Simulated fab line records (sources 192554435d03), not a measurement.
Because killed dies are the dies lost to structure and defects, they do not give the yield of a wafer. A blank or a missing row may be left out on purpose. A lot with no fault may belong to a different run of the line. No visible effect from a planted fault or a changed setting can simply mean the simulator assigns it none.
The tool behind it: which one? / flow n5-finfet / 24 lots with 72 wafers sampled at 4 steps, on a route of 1938 steps

WHAT THE GAUGES SHOWED, per wafer
N5_STI_FIN_REVEAL_CD_MEAS_22: target cd 6.238 nm, pitch 28 nm. Usual: cd-nm reads 6.21 nm (standard deviation 0.26).
lot=L074; measured=day 2 13:14; on=cd-sem-02; cd-nm (nm)=6.39 5.75 6.17; flag=
lot=L075; measured=day 2 19:20; on=cd-sem-01; cd-nm (nm)=5.92 6.17 6.43; flag=
lot=L076; measured=day 3 02:02; on=cd-sem-03; cd-nm (nm)=6.20 6.33 6.38; flag=
lot=L077; measured=day 3 08:50; on=cd-sem-01; cd-nm (nm)=6.02 6.29 5.96; flag=
lot=L078; measured=day 3 13:19; on=cd-sem-02; cd-nm (nm)=6.17 6.79 5.99; flag=
lot=L079; measured=day 3 20:22; on=cd-sem-03; cd-nm (nm)=6.43 6.18 6.21; flag=
lot=L080; measured=day 4 01:20; on=cd-sem-03; cd-nm (nm)=6.51 6.19 6.55; flag=
lot=L081; measured=day 4 09:19; on=cd-sem-03; cd-nm (nm)=6.81 6.18 6.27; flag=
lot=L082; measured=day 4 15:04; on=cd-sem-02; cd-nm (nm)=6.10 5.65 6.10; flag=
lot=L083; measured=day 4 22:44; on=cd-sem-03; cd-nm (nm)=6.45 6.10 6.17; flag=
lot=L084; measured=day 5 11:28; on=cd-sem-01; cd-nm (nm)=6.34 6.05 6.81; flag=
lot=L085; measured=day 5 14:20; on=cd-sem-02; cd-nm (nm)=6.20 6.05 5.64; flag=
lot=L086; measured=day 5 18:04; on=cd-sem-01; cd-nm (nm)=6.20 6.05 6.38; flag=
lot=L087; measured=day 5 23:07; on=cd-sem-03; cd-nm (nm)=6.32 6.41 5.99; flag=
lot=L088; measured=day 6 01:42; on=cd-sem-01; cd-nm (nm)=6.79 6.33 6.31; flag=
lot=L089; measured=day 6 07:19; on=cd-sem-02; cd-nm (nm)=5.93 6.57 5.97; flag=
lot=L090; measured=day 6 13:18; on=cd-sem-02; cd-nm (nm)=6.14 6.26 5.88; flag=
lot=L091; measured=day 6 18:31; on=cd-sem-03; cd-nm (nm)=6.36 5.97 6.05; flag=
lot=L092; measured=day 7 02:05; on=cd-sem-03; cd-nm (nm)=6.39 5.92 5.77; flag=
lot=L093; measured=day 7 06:11; on=cd-sem-03; cd-nm (nm)=6.01 6.01 6.43; flag=
lot=L094; measured=day 7 13:14; on=cd-sem-01; cd-nm (nm)=6.51 6.14 6.38; flag=
lot=L095; measured=day 7 18:17; on=cd-sem-01; cd-nm (nm)=6.40 6.19 6.04; flag=
lot=L096; measured=day 8 00:07; on=cd-sem-03; cd-nm (nm)=6.42 6.72 6.04; flag=
lot=L097; measured=day 8 06:39; on=cd-sem-01; cd-nm (nm)=6.41 6.58 6.65; flag=

N5_DUMMY_GATE_THK_MEAS_05. Usual: thk-nm reads 72.0 nm (standard deviation 1.1).
lot=L074; measured=day 2 17:33; on=film-metro-01; thk-nm (nm)=70.8 73.1 73.0; flag=
lot=L075; measured=day 2 23:44; on=film-metro-01; thk-nm (nm)=71.7 71.0 72.4; flag=
lot=L076; measured=day 3 06:20; on=film-metro-02; thk-nm (nm)=70.7 72.0 73.3; flag=
lot=L077; measured=day 3 13:08; on=film-metro-02; thk-nm (nm)=73.1 72.1 72.4; flag=
lot=L078; measured=day 3 17:38; on=film-metro-01; thk-nm (nm)=72.8 73.1 70.1; flag=
lot=L079; measured=day 4 00:40; on=film-metro-02; thk-nm (nm)=73.1 74.1 71.4; flag=
lot=L080; measured=day 4 05:50; on=film-metro-02; thk-nm (nm)=71.9 70.9 70.2; flag=
lot=L081; measured=day 4 13:36; on=film-metro-02; thk-nm (nm)=71.6 73.2 72.6; flag=
lot=L082; measured=day 4 23:15; on=film-metro-02; thk-nm (nm)=72.0 72.4 73.5; flag=
lot=L083; measured=day 5 06:34; on=film-metro-02; thk-nm (nm)=71.6 72.4 70.3; flag=
lot=L084; measured=day 5 15:59; on=film-metro-02; thk-nm (nm)=71.9 72.9 72.8; flag=
lot=L085; measured=day 5 19:39; on=film-metro-01; thk-nm (nm)=73.2 72.2 72.5; flag=
lot=L086; measured=day 5 23:20; on=film-metro-01; thk-nm (nm)=71.3 73.0 71.8; flag=
lot=L087; measured=day 6 04:26; on=film-metro-02; thk-nm (nm)=73.1 72.0 72.2; flag=
lot=L088; measured=day 6 07:15; on=film-metro-01; thk-nm (nm)=73.1 73.0 73.1; flag=
lot=L089; measured=day 6 12:21; on=film-metro-02; thk-nm (nm)=70.8 72.7 71.8; flag=
lot=L090; measured=day 6 17:46; on=film-metro-01; thk-nm (nm)=71.1 71.4 71.5; flag=
lot=L091; measured=day 7 00:55; on=film-metro-02; thk-nm (nm)=73.9 72.9 72.8; flag=
lot=L092; measured=day 7 11:00; on=film-metro-01; thk-nm (nm)=71.3 72.0 71.4; flag=
lot=L093; measured=day 7 12:04; on=film-metro-01; thk-nm (nm)=70.6 70.9 70.6; flag=
lot=L094; measured=day 7 18:58; on=film-metro-01; thk-nm (nm)=71.3 73.2 70.1; flag=
lot=L095; measured=day 8 00:24; on=film-metro-02; thk-nm (nm)=69.8 71.2 70.7; flag=
lot=L096; measured=day 8 04:26; on=film-metro-02; thk-nm (nm)=70.9 71.5 73.4; flag=
lot=L097; measured=day 8 10:57; on=film-metro-01; thk-nm (nm)=72.5 71.6 73.6; flag=

WHAT TOOL EACH LOT RAN ON (gives the tool, then ch and the chambers of the sampled wafers, and finally the start)
lot=L074; N5_FIN_CUT_CUT_ETCH_27=rie-diel-01 ch 0,1,2, day 2 03:55; N5_STI_FIN_REVEAL_OXIDATION_31=plasma-asher-02 ch 0,1, day 2 12:43
lot=L075; N5_FIN_CUT_CUT_ETCH_27=rie-diel-06 ch 0,2,3, day 2 10:08; N5_STI_FIN_REVEAL_OXIDATION_31=plasma-asher-02 ch 0,1, day 2 18:47
lot=L076; N5_FIN_CUT_CUT_ETCH_27=rie-diel-01 ch 0,1,3, day 2 16:40; N5_STI_FIN_REVEAL_OXIDATION_31=plasma-asher-01 ch 0,1, day 3 01:21
lot=L077; N5_FIN_CUT_CUT_ETCH_27=rie-diel-01 ch 0,2,3, day 2 23:07; N5_STI_FIN_REVEAL_OXIDATION_31=plasma-asher-02 ch 0,1, day 3 08:16
lot=L078; N5_FIN_CUT_CUT_ETCH_27=rie-diel-01 ch 0,2,3, day 3 03:52; N5_STI_FIN_REVEAL_OXIDATION_31=plasma-asher-02 ch 0,1, day 3 12:37
lot=L079; N5_FIN_CUT_CUT_ETCH_27=rie-diel-01 ch 0,1,2, day 3 10:06; N5_STI_FIN_REVEAL_OXIDATION_31=plasma-asher-02 ch 0,1, day 3 19:53
lot=L080; N5_FIN_CUT_CUT_ETCH_27=rie-diel-03 ch 0,1,3, day 3 16:04; N5_STI_FIN_REVEAL_OXIDATION_31=plasma-asher-01 ch 1, day 4 00:38
lot=L081; N5_FIN_CUT_CUT_ETCH_27=rie-diel-03 ch 0,2,3, day 4 00:06; N5_STI_FIN_REVEAL_OXIDATION_31=plasma-asher-01 ch 0,1, day 4 08:37
lot=L082; N5_FIN_CUT_CUT_ETCH_27=rie-diel-06 ch 0,3, day 4 05:52; N5_STI_FIN_REVEAL_OXIDATION_31=plasma-asher-01 ch 0,1, day 4 14:33
lot=L083; N5_FIN_CUT_CUT_ETCH_27=rie-diel-03 ch 0,1,2, day 4 12:13; N5_STI_FIN_REVEAL_OXIDATION_31=plasma-asher-02 ch 0,1, day 4 22:13
lot=L084; N5_FIN_CUT_CUT_ETCH_27=rie-diel-01 ch 0,1,3, day 4 21:28; N5_STI_FIN_REVEAL_OXIDATION_31=plasma-asher-01 ch 0,1, day 5 10:57
lot=L085; N5_FIN_CUT_CUT_ETCH_27=rie-diel-01 ch 2,3, day 5 04:23; N5_STI_FIN_REVEAL_OXIDATION_31=plasma-asher-01 ch 1, day 5 13:31
lot=L086; N5_FIN_CUT_CUT_ETCH_27=rie-diel-01 ch 1,2,3, day 5 07:31; N5_STI_FIN_REVEAL_OXIDATION_31=plasma-asher-01 ch 0,1, day 5 17:14
lot=L087; N5_FIN_CUT_CUT_ETCH_27=rie-diel-01 ch 1,2,3, day 5 13:58; N5_STI_FIN_REVEAL_OXIDATION_31=plasma-asher-01 ch 0,1, day 5 22:32
lot=L088; N5_FIN_CUT_CUT_ETCH_27=rie-diel-01 ch 0,2,3, day 5 16:28; N5_STI_FIN_REVEAL_OXIDATION_31=plasma-asher-01 ch 0,1, day 6 01:07
lot=L089; N5_FIN_CUT_CUT_ETCH_27=rie-diel-01 ch 0,2, day 5 21:21; N5_STI_FIN_REVEAL_OXIDATION_31=plasma-asher-02 ch 0,1, day 6 06:48
lot=L090; N5_FIN_CUT_CUT_ETCH_27=rie-diel-06 ch 0,1,3, day 6 04:11; N5_STI_FIN_REVEAL_OXIDATION_31=plasma-asher-02 ch 0,1, day 6 12:47
lot=L091; N5_FIN_CUT_CUT_ETCH_27=rie-diel-01 ch 1,2,3, day 6 09:28; N5_STI_FIN_REVEAL_OXIDATION_31=plasma-asher-02 ch 0,1, day 6 17:59
lot=L092; N5_FIN_CUT_CUT_ETCH_27=rie-diel-06 ch 0,3, day 6 16:23; N5_STI_FIN_REVEAL_OXIDATION_31=plasma-asher-02 ch 0,1, day 7 01:34
lot=L093; N5_FIN_CUT_CUT_ETCH_27=rie-diel-01 ch 1,2,3, day 6 21:07; N5_STI_FIN_REVEAL_OXIDATION_31=plasma-asher-01 ch 0,1, day 7 05:40
lot=L094; N5_FIN_CUT_CUT_ETCH_27=rie-diel-06 ch 0,1, day 7 03:35; N5_STI_FIN_REVEAL_OXIDATION_31=plasma-asher-02 ch 0,1, day 7 12:44
lot=L095; N5_FIN_CUT_CUT_ETCH_27=rie-diel-01 ch 0,3, day 7 09:16; N5_STI_FIN_REVEAL_OXIDATION_31=plasma-asher-02 ch 0,1, day 7 17:46
lot=L096; N5_FIN_CUT_CUT_ETCH_27=rie-diel-03 ch 0,2,3, day 7 15:01; N5_STI_FIN_REVEAL_OXIDATION_31=plasma-asher-02 ch 0,1, day 7 23:36
lot=L097; N5_FIN_CUT_CUT_ETCH_27=rie-diel-06 ch 0,1,2, day 7 21:13; N5_STI_FIN_REVEAL_OXIDATION_31=plasma-asher-02 ch 0,1, day 8 06:09
- N5_FIN_CUT_CUT_ETCH_27: etches SiO2 in CHF3/O2, target depth 4 nm, overetch 2 nm, time 4.9 s.
- N5_STI_FIN_REVEAL_OXIDATION_31: chemistry O2 PLASMA REMOTE, time 20 s.

WHAT THE TOOLS THEMSELVES READ (means of the sampled wafers that have a number; where no wafer has one, the mark that the record gives instead)
N5_FIN_CUT_CUT_ETCH_27. Usual: drypump-motor-current-A 5.7 A, standard deviation 0.4; oes_o_777_au 0.80 a.u., standard deviation 0.079; oes-product-au 0.63 a.u., standard deviation 0.069; rf-vpp-V 523 V, standard deviation 9.8; showerhead-plenum-p-Torr 2.42 Torr, standard deviation 0.088; throttle-valve-pct 18.70 %, standard deviation 0.25.
lot=L074; tool=rie-diel-01; drypump-motor-current-A (A)=5.7; oes_o_777_au (a.u.)=0.76; oes-product-au (a.u.)=0.60; rf-vpp-V (V)=518; showerhead-plenum-p-Torr (Torr)=2.40; throttle-valve-pct (%)=18.71; flag=
lot=L075; tool=rie-diel-06; drypump-motor-current-A (A)=5.4; oes_o_777_au (a.u.)=0.79; oes-product-au (a.u.)=0.62; rf-vpp-V (V)=520; showerhead-plenum-p-Torr (Torr)=2.44; throttle-valve-pct (%)=18.97; flag=
lot=L076; tool=rie-diel-01; drypump-motor-current-A (A)=5.8; oes_o_777_au (a.u.)=0.83; oes-product-au (a.u.)=0.65; rf-vpp-V (V)=526; showerhead-plenum-p-Torr (Torr)=2.43; throttle-valve-pct (%)=18.63; flag=
lot=L077; tool=rie-diel-01; drypump-motor-current-A (A)=5.8; oes_o_777_au (a.u.)=0.82; oes-product-au (a.u.)=0.65; rf-vpp-V (V)=523; showerhead-plenum-p-Torr (Torr)=2.39; throttle-valve-pct (%)=18.68; flag=
lot=L078; tool=rie-diel-01; drypump-motor-current-A (A)=5.8; oes_o_777_au (a.u.)=0.81; oes-product-au (a.u.)=0.65; rf-vpp-V (V)=523; showerhead-plenum-p-Torr (Torr)=2.38; throttle-valve-pct (%)=18.68; flag=
lot=L079; tool=rie-diel-01; drypump-motor-current-A (A)=5.7; oes_o_777_au (a.u.)=0.75; oes-product-au (a.u.)=0.59; rf-vpp-V (V)=519; showerhead-plenum-p-Torr (Torr)=2.40; throttle-valve-pct (%)=18.74; flag=
lot=L080; tool=rie-diel-03; drypump-motor-current-A (A)=5.7; oes_o_777_au (a.u.)=0.81; oes-product-au (a.u.)=0.64; rf-vpp-V (V)=524; showerhead-plenum-p-Torr (Torr)=2.53; throttle-valve-pct (%)=18.65; flag=
lot=L081; tool=rie-diel-03; drypump-motor-current-A (A)=5.5; oes_o_777_au (a.u.)=0.78; oes-product-au (a.u.)=0.62; rf-vpp-V (V)=522; showerhead-plenum-p-Torr (Torr)=2.46; throttle-valve-pct (%)=18.68; flag=
lot=L082; tool=rie-diel-06; drypump-motor-current-A (A)=5.5; oes_o_777_au (a.u.)=0.92; oes-product-au (a.u.)=0.72; rf-vpp-V (V)=525; showerhead-plenum-p-Torr (Torr)=2.49; throttle-valve-pct (%)=18.74; flag=
lot=L083; tool=rie-diel-03; drypump-motor-current-A (A)=5.5; oes_o_777_au (a.u.)=0.81; oes-product-au (a.u.)=0.65; rf-vpp-V (V)=520; showerhead-plenum-p-Torr (Torr)=2.47; throttle-valve-pct (%)=18.36; flag=
lot=L084; tool=rie-diel-01; drypump-motor-current-A (A)=5.8; oes_o_777_au (a.u.)=0.79; oes-product-au (a.u.)=0.63; rf-vpp-V (V)=526; showerhead-plenum-p-Torr (Torr)=2.42; throttle-valve-pct (%)=18.66; flag=
lot=L085; tool=rie-diel-01; drypump-motor-current-A (A)=6.2; oes_o_777_au (a.u.)=0.86; oes-product-au (a.u.)=0.68; rf-vpp-V (V)=532; showerhead-plenum-p-Torr (Torr)=2.33; throttle-valve-pct (%)=18.61; flag=
lot=L086; tool=rie-diel-01; drypump-motor-current-A (A)=6.0; oes_o_777_au (a.u.)=0.80; oes-product-au (a.u.)=0.63; rf-vpp-V (V)=526; showerhead-plenum-p-Torr (Torr)=2.35; throttle-valve-pct (%)=18.66; flag=
lot=L087; tool=rie-diel-01; drypump-motor-current-A (A)=6.0; oes_o_777_au (a.u.)=0.80; oes-product-au (a.u.)=0.63; rf-vpp-V (V)=527; showerhead-plenum-p-Torr (Torr)=2.35; throttle-valve-pct (%)=18.66; flag=
lot=L088; tool=rie-diel-01; drypump-motor-current-A (A)=5.8; oes_o_777_au (a.u.)=0.79; oes-product-au (a.u.)=0.63; rf-vpp-V (V)=524; showerhead-plenum-p-Torr (Torr)=2.38; throttle-valve-pct (%)=18.70; flag=
lot=L089; tool=rie-diel-01; drypump-motor-current-A (A)=5.5; oes_o_777_au (a.u.)=0.73; oes-product-au (a.u.)=0.58; rf-vpp-V (V)=513; showerhead-plenum-p-Torr (Torr)=2.42; throttle-valve-pct (%)=18.82; flag=
lot=L090; tool=rie-diel-06; drypump-motor-current-A (A)=5.7; oes_o_777_au (a.u.)=0.89; oes-product-au (a.u.)=0.71; rf-vpp-V (V)=522; showerhead-plenum-p-Torr (Torr)=2.44; throttle-valve-pct (%)=18.59; flag=
lot=L091; tool=rie-diel-01; drypump-motor-current-A (A)=6.0; oes_o_777_au (a.u.)=0.79; oes-product-au (a.u.)=0.62; rf-vpp-V (V)=527; showerhead-plenum-p-Torr (Torr)=2.35; throttle-valve-pct (%)=18.67; flag=
lot=L092; tool=rie-diel-06; drypump-motor-current-A (A)=5.5; oes_o_777_au (a.u.)=0.87; oes-product-au (a.u.)=0.69; rf-vpp-V (V)=524; showerhead-plenum-p-Torr (Torr)=2.48; throttle-valve-pct (%)=18.78; flag=
lot=L093; tool=rie-diel-01; drypump-motor-current-A (A)=6.0; oes_o_777_au (a.u.)=0.79; oes-product-au (a.u.)=0.62; rf-vpp-V (V)=527; showerhead-plenum-p-Torr (Torr)=2.35; throttle-valve-pct (%)=18.68; flag=
lot=L094; tool=rie-diel-06; drypump-motor-current-A (A)=5.8; oes_o_777_au (a.u.)=0.89; oes-product-au (a.u.)=0.72; rf-vpp-V (V)=515; showerhead-plenum-p-Torr (Torr)=2.37; throttle-valve-pct (%)=18.53; flag=
lot=L095; tool=rie-diel-01; drypump-motor-current-A (A)=5.9; oes_o_777_au (a.u.)=0.83; oes-product-au (a.u.)=0.67; rf-vpp-V (V)=531; showerhead-plenum-p-Torr (Torr)=2.40; throttle-valve-pct (%)=18.63; flag=
lot=L096; tool=rie-diel-03; drypump-motor-current-A (A)=5.4; oes_o_777_au (a.u.)=0.75; oes-product-au (a.u.)=0.60; rf-vpp-V (V)=523; showerhead-plenum-p-Torr (Torr)=2.45; throttle-valve-pct (%)=18.72; flag=
lot=L097; tool=rie-diel-06; drypump-motor-current-A (A)=5.6; oes_o_777_au (a.u.)=0.83; oes-product-au (a.u.)=0.66; rf-vpp-V (V)=517; showerhead-plenum-p-Torr (Torr)=2.39; throttle-valve-pct (%)=18.69; flag=

N5_STI_FIN_REVEAL_OXIDATION_31. Usual: drypump-motor-current-A 5.75 A, standard deviation 0.25; heater-power-w 147 W, standard deviation 13.
lot=L074; tool=plasma-asher-02; drypump-motor-current-A (A)=5.87; heater-power-w (W)=138; flag=
lot=L075; tool=plasma-asher-02; drypump-motor-current-A (A)=5.84; heater-power-w (W)=137; flag=
lot=L076; tool=plasma-asher-01; drypump-motor-current-A (A)=5.69; heater-power-w (W)=161; flag=
lot=L077; tool=plasma-asher-02; drypump-motor-current-A (A)=5.87; heater-power-w (W)=141; flag=
lot=L078; tool=plasma-asher-02; drypump-motor-current-A (A)=5.88; heater-power-w (W)=138; flag=
lot=L079; tool=plasma-asher-02; drypump-motor-current-A (A)=5.88; heater-power-w (W)=136; flag=
lot=L080; tool=plasma-asher-01; drypump-motor-current-A (A)=5.26; heater-power-w (W)=166; flag=
lot=L081; tool=plasma-asher-01; drypump-motor-current-A (A)=5.50; heater-power-w (W)=162; flag=
lot=L082; tool=plasma-asher-01; drypump-motor-current-A (A)=5.48; heater-power-w (W)=163; flag=
lot=L083; tool=plasma-asher-02; drypump-motor-current-A (A)=5.88; heater-power-w (W)=134; flag=
lot=L084; tool=plasma-asher-01; drypump-motor-current-A (A)=5.45; heater-power-w (W)=167; flag=
lot=L085; tool=plasma-asher-01; drypump-motor-current-A (A)=5.27; heater-power-w (W)=165; flag=
lot=L086; tool=plasma-asher-01; drypump-motor-current-A (A)=5.49; heater-power-w (W)=163; flag=
lot=L087; tool=plasma-asher-01; drypump-motor-current-A (A)=5.69; heater-power-w (W)=157; flag=
lot=L088; tool=plasma-asher-01; drypump-motor-current-A (A)=5.69; heater-power-w (W)=157; flag=
lot=L089; tool=plasma-asher-02; drypump-motor-current-A (A)=5.87; heater-power-w (W)=137; flag=
lot=L090; tool=plasma-asher-02; drypump-motor-current-A (A)=5.90; heater-power-w (W)=136; flag=
lot=L091; tool=plasma-asher-02; drypump-motor-current-A (A)=5.90; heater-power-w (W)=138; flag=
lot=L092; tool=plasma-asher-02; drypump-motor-current-A (A)=5.84; heater-power-w (W)=138; flag=
lot=L093; tool=plasma-asher-01; drypump-motor-current-A (A)=5.49; heater-power-w (W)=163; flag=
lot=L094; tool=plasma-asher-02; drypump-motor-current-A (A)=5.88; heater-power-w (W)=136; flag=
lot=L095; tool=plasma-asher-02; drypump-motor-current-A (A)=5.87; heater-power-w (W)=137; flag=
lot=L096; tool=plasma-asher-02; drypump-motor-current-A (A)=5.87; heater-power-w (W)=138; flag=
lot=L097; tool=plasma-asher-02; drypump-motor-current-A (A)=5.86; heater-power-w (W)=136; flag=

THE ANSWER, worked out from the rows above alone
Rule: a lot counts as off when the mean over its wafers that have a number is more than 3 standard deviations away from the usual mean. Also off: a lot with no number at a reading for which 4 or more lots have one. Any other lot the step has rows for is counted as sound. After the gauges, taken in route order, come the tools' own readings; for these a lot's mean is taken, as printed above. At the first step where some lot is off, the reading lying furthest off is the one used; lots without a number count as furthest.
Nothing can be told from this: no lot is off at any reading shown.

WHAT THE SIMULATOR HAD PUT IN
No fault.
